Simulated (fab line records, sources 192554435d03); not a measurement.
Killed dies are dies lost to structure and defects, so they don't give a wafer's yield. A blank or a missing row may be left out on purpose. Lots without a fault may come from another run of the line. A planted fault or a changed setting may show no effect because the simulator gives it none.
Which tool did it? | flow n5_finfet | 8 lots, 24 wafers sampled, at 6 steps of a route of 1938

WHAT THE GAUGES READ, wafer by wafer
N5_BEOL_M1_RS_MEAS_58: measures by four-point-probe. Usual: M1_RS 0.662 ohm/sq, standard deviation 0.028.
lot  | measured     | on            | M1_RS (ohm/sq)    | flag
L817 | day 7 22:11  | film_metro-01 | 0.704 0.644 0.651 |
L820 | day 8 17:07  | film_metro-02 | 0.680 0.661 0.693 |
L824 | day 9 19:46  | film_metro-02 | 0.652 0.640 0.644 |
L826 | day 10 07:18 | film_metro-02 | 0.625 0.656 0.650 |
L830 | day 11 06:10 | film_metro-01 | 0.702 0.644 0.652 |
L831 | day 11 13:35 | film_metro-02 | 0.681 0.648 0.681 |
L833 | day 11 17:34 | film_metro-02 | 0.678 0.623 0.623 |
L832 | day 11 18:35 | film_metro-01 | 0.704 0.704 0.674 |

N5_BEOL_M4_RC_MEAS_101. Usual: DIBL_N 36.3 mV/V, standard deviation 2; DIBL_P 36.3 mV/V, standard deviation 2.4; IOFF_N 0.16 nA/um, standard deviation 0.034; IOFF_P 0.21 nA/um, standard deviation 0.035; ION_N 672 uA/um, standard deviation 12; ION_P 459 uA/um, standard deviation 6.5; SS_N 71.6 mV/dec, standard deviation 0.67; SS_P 73.3 mV/dec, standard deviation 0.71; VT_N 250 mV, standard deviation 3.5; VT_P -251 mV, standard deviation 3.
lot  | measured     | on        | DIBL_N (mV/V)  | DIBL_P (mV/V)  | IOFF_N (nA/um) | IOFF_P (nA/um) | ION_N (uA/um) | ION_P (uA/um) | SS_N (mV/dec)  | SS_P (mV/dec)  | VT_N (mV)   | VT_P (mV)      | flag
L817 | day 9 08:29  | prober-01 | 34.8 36.4 36.4 | 35.7 37.8 36.9 | 0.14 0.16 0.17 | 0.19 0.22 0.21 | 674 675 680   | 460 467 458   | 71.6 71.6 70.6 | 72.7 73.9 73.1 | 251 249 247 | -250 -249 -251 |
L820 | day 11 02:29 | prober-02 | 36.2 40.1 39.7 | 34.9 40.8 37.9 | 0.14 0.23 0.20 | 0.16 0.26 0.21 | 668 681 677   | 452 462 453   | 71.8 72.4 73.6 | 73.0 73.9 73.3 | 253 245 252 | -257 -251 -252 |
L824 | day 11 21:34 | prober-01 | 35.5 36.9 38.3 | 37.5 38.8 40.6 | 0.15 0.19 0.22 | 0.22 0.23 0.28 | 664 671 679   | 458 459 465   | 72.0 72.6 72.3 | 73.6 73.9 74.3 | 253 249 244 | -248 -249 -247 |
L826 | day 12 22:51 | prober-01 | 33.0 36.1 35.6 | 33.7 36.9 36.2 | 0.12 0.17 0.15 | 0.18 0.23 0.22 | 658 656 669   | 457 454 455   | 71.0 71.5 71.2 | 72.3 73.2 73.1 | 253 250 250 | -250 -248 -251 |
L830 | day 13 20:22 | prober-02 | 36.9 34.1 39.1 | 37.5 33.3 39.4 | 0.17 0.12 0.21 | 0.21 0.14 0.23 | 678 659 682   | 459 448 458   | 71.0 70.7 72.3 | 73.6 72.5 73.4 | 248 255 246 | -251 -256 -251 |
L831 | day 13 08:12 | prober-02 | 36.1 35.3 33.6 | 35.6 35.6 32.8 | 0.18 0.17 0.13 | 0.19 0.19 0.15 | 695 681 672   | 465 459 451   | 71.7 71.2 71.2 | 73.0 72.9 72.8 | 246 247 252 | -253 -252 -256 |
L833 | day 14 01:46 | prober-02 | 36.8 33.8 34.3 | 36.2 32.4 33.0 | 0.16 0.12 0.13 | 0.20 0.15 0.16 | 676 666 672   | 458 460 459   | 71.6 70.9 70.7 | 74.0 72.0 72.4 | 251 255 253 | -249 -256 -252 |
L832 | day 14 05:52 | prober-01 | 37.9 37.1 40.2 | 38.8 37.0 40.1 | 0.20 0.18 0.24 | 0.25 0.22 0.28 | 699 679 693   | 473 463 469   | 72.3 71.9 72.8 | 74.4 73.8 74.6 | 245 246 243 | -248 -249 -250 |

WHICH TOOL RAN EACH LOT (tool, then ch and the chambers of the sampled wafers, then the start)
lot  | N5_BEOL_M2_ILD_DEP_00           | N5_BEOL_M2_STRIP_19                | N5_BEOL_M2_COAT_68                | N5_BEOL_M2_ETCH_69
L817 | pecvd-01 ch 1,2, day 7 22:15    | rie_diel-05 ch 1,3, day 8 00:38    | litho_track-05 ch 0, day 8 00:45  | rie_diel-06 ch 1,2,3, day 8 01:22
L820 | pecvd-02 ch 0,2, day 8 17:10    | rie_diel-05 ch 0,3, day 8 18:21    | litho_track-05 ch 0, day 8 18:28  | rie_diel-05 ch 1,2,3, day 8 18:55
L824 | pecvd-03 ch 1,2, day 9 19:50    | rie_diel-02 ch 1,2,3, day 9 23:18  | litho_track-05 ch 0, day 9 23:25  | rie_diel-06 ch 0,1,2, day 9 23:52
L826 | pecvd-02 ch 0,1,2, day 10 07:23 | rie_diel-06 ch 0,2,3, day 10 08:38 | litho_track-05 ch 0, day 10 08:44 | rie_diel-06 ch 2,3, day 10 09:12
L830 | pecvd-02 ch 0,1, day 11 06:14   | rie_diel-05 ch 0,1,3, day 11 07:38 | litho_track-01 ch 0, day 11 07:44 | rie_diel-06 ch 1,2,3, day 11 08:11
L831 | pecvd-03 ch 0,1,2, day 11 13:40 | rie_diel-05 ch 1,2,3, day 11 15:14 | litho_track-01 ch 0, day 11 15:20 | rie_diel-02 ch 2,3, day 11 15:58
L833 | pecvd-02 ch 1,2, day 11 17:38   | rie_diel-06 ch 2,3, day 11 19:03   | litho_track-01 ch 0, day 11 19:10 | rie_diel-06 ch 0,2,3, day 11 19:46
L832 | pecvd-03 ch 0,2, day 11 18:39   | rie_diel-06 ch 0,1,2, day 11 21:12 | litho_track-04 ch 0, day 11 21:19 | rie_diel-02 ch 1,2,3, day 11 21:46
- N5_BEOL_M2_ILD_DEP_00: deposits SiOC from DEMS/O2, target thk 79 nm, time 15.3 s.
- N5_BEOL_M2_STRIP_19: strips in O2.
- N5_BEOL_M2_COAT_68: time 60 s, resist thk 12 nm.
- N5_BEOL_M2_ETCH_69: etches SiARC in CF4, target depth 15.6 nm, time 26 s.

WHAT THE TOOLS THEMSELVES READ (means of the sampled wafers that have a number; where no wafer has one, the mark that the record gives instead)
N5_BEOL_M2_ILD_DEP_00. Usual: heater_power_w 512 W, standard deviation 83; showerhead_plenum_p_Torr 5.695 Torr, standard deviation 0.017; throttle_valve_pct 11.8 %, standard deviation 0.46.
lot  | tool     | heater_power_w (W) | showerhead_plenum_p_Torr (Torr) | throttle_valve_pct (%) | flag
L817 | pecvd-01 | 479                | 5.699                           | 12.2                   |
L820 | pecvd-02 | 410                | 5.674                           | 11.4                   |
L824 | pecvd-03 | 512                | 5.698                           | 12.3                   |
L826 | pecvd-02 | 539                | 5.686                           | 11.8                   |
L830 | pecvd-02 | 454                | 5.688                           | 11.4                   |
L831 | pecvd-03 | 532                | 5.702                           | 12.0                   |
L833 | pecvd-02 | 529                | 5.694                           | 12.1                   |
L832 | pecvd-03 | 520                | 5.686                           | 11.5                   |

N5_BEOL_M2_STRIP_19. Usual: chamber_pressure_mTorr 30.003 mTorr, standard deviation 0.028; drypump_motor_current_A 5.8 A, standard deviation 0.57; oes_product_au 0.75 a.u., standard deviation 0.059; rf_vpp_V 3.7 V, standard deviation 0.43; showerhead_plenum_p_Torr 2.07 Torr, standard deviation 0.062; throttle_valve_pct 16.75 %, standard deviation 0.28.
lot  | tool        | chamber_pressure_mTorr (mTorr) | drypump_motor_current_A (A) | oes_product_au (a.u.) | rf_vpp_V (V) | showerhead_plenum_p_Torr (Torr) | throttle_valve_pct (%) | flag
L817 | rie_diel-05 | 29.996                         | 5.8                         | 0.83                  | 3.3          | 2.07                            | 16.45                  |
L820 | rie_diel-05 | 29.995                         | 5.8                         | 0.85                  | 3.8          | 2.07                            | 16.54                  |
L824 | rie_diel-02 | 30.000                         | 6.2                         | 0.76                  | 3.9          | 2.13                            | 16.65                  |
L826 | rie_diel-06 | 29.989                         | 5.2                         | 0.69                  | 3.7          | 2.04                            | 16.82                  |
L830 | rie_diel-05 | 30.040                         | 6.2                         | 0.79                  | 3.7          | 2.08                            | 16.51                  |
L831 | rie_diel-05 | 29.973                         | 6.2                         | 0.76                  | 3.9          | 2.07                            | 16.66                  |
L833 | rie_diel-06 | 30.018                         | 4.9                         | 0.68                  | 3.2          | 2.10                            | 16.90                  |
L832 | rie_diel-06 | 30.025                         | 5.4                         | 0.67                  | 4.0          | 2.03                            | 17.07                  |

N5_BEOL_M2_COAT_68. Usual: exhaust_pa 45.0 Pa, standard deviation 0.86; spin_speed_rpm 1500.1 rpm, standard deviation 1.
lot  | tool           | exhaust_pa (Pa) | spin_speed_rpm (rpm) | flag
L817 | litho_track-05 | 44.8            | 1499.9               |
L820 | litho_track-05 | 45.4            | 1500.8               |
L824 | litho_track-05 | 44.5            | 1806.2               | OFF
L826 | litho_track-05 | 44.3            | 1807.6               | OFF
L830 | litho_track-01 | 45.1            | 1498.8               |
L831 | litho_track-01 | 44.3            | 1500.2               |
L833 | litho_track-01 | 44.3            | 1499.8               |
L832 | litho_track-04 | 45.6            | 1501.9               |

N5_BEOL_M2_ETCH_69. Usual: chamber_pressure_mTorr 40.00 mTorr, standard deviation 0.034; drypump_motor_current_A 5.6 A, standard deviation 0.56; etch_rf_on_time_s 26.6 s, standard deviation 0.66; mfc_ar_sccm 100.0 sccm, standard deviation 0.3; oes_product_au 0.62 a.u., standard deviation 0.045; rf_vpp_V 183.7 V, standard deviation 1.2; showerhead_plenum_p_Torr 2.11 Torr, standard deviation 0.069; throttle_valve_pct 15.74 %, standard deviation 0.29.
lot  | tool        | chamber_pressure_mTorr (mTorr) | drypump_motor_current_A (A) | etch_rf_on_time_s (s) | mfc_ar_sccm (sccm) | oes_product_au (a.u.) | rf_vpp_V (V) | showerhead_plenum_p_Torr (Torr) | throttle_valve_pct (%) | flag
L817 | rie_diel-06 | 40.02                          | 5.1                         | 26.9                  | 99.9               | 0.60                  | 183.7        | 2.10                            | 15.78                  |
L820 | rie_diel-05 | 40.00                          | 6.1                         | 26.6                  | 99.9               | 0.66                  | 183.5        | 2.13                            | 15.55                  |
L824 | rie_diel-06 | 40.01                          | 5.4                         | 24.4                  | 99.9               | 0.58                  | 183.4        | 2.09                            | 16.01                  | OFF
L826 | rie_diel-06 | 39.97                          | 5.0                         | 24.3                  | 99.7               | 0.60                  | 183.6        | 2.10                            | 15.59                  | OFF
L830 | rie_diel-06 | 40.00                          | 5.1                         | 26.9                  | 100.0              | 0.58                  | 183.0        | 2.10                            | 15.83                  |
L831 | rie_diel-02 | 39.99                          | 5.8                         | 26.2                  | 100.0              | 0.61                  | 184.2        | 2.13                            | 15.80                  |
L833 | rie_diel-06 | 39.99                          | 5.2                         | 27.0                  | 99.6               | 0.58                  | 184.0        | 2.09                            | 15.80                  |
L832 | rie_diel-02 | 39.97                          | 6.2                         | 26.2                  | 99.7               | 0.64                  | 185.3        | 2.17                            | 15.65                  |

THE ANSWER, worked out from the rows above alone
Rule: a lot is off if the mean of its wafers that have a number lies more than 3 standard deviations from the usual mean. A lot without any number at a reading at which 4 lots or more have one is off too. The other lots that the step has rows for count as sound. The gauges are gone through in route order, then the tools' own readings, and for those a lot's mean is taken as printed above. The first step at which some lot is off is used, and at that step the reading that is off furthest; a lot without a number counts as furthest.
Off: L824, L826, at N5_BEOL_M2_COAT_68 (spin_speed_rpm).
A tool fits if, at that step or a process step before it, it ran every lot that is off, and no sound lot after the first of them. One fits: litho_track-05 at N5_BEOL_M2_COAT_68. Its last sound lot is L820 (day 8 18:28), its first lot that is off L824 (day 9 23:25): a fault that began between those two fits.
The tool's own readings at N5_BEOL_M2_COAT_68 bear it out: on the lots that are off they differ by more than 5 times the standard deviation of the sound lots' means. spin_speed_rpm reads 1806.9 rpm there against 1500.2 rpm on the sound lots.

WHAT THE SIMULATOR HAD PUT IN
Process parameter drift: litho_track-05, from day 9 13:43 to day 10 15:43, at N5_BEOL_M2_COAT_68. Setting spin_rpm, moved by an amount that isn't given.
Lots struck among those shown: L824, L826. The rule above found the same.
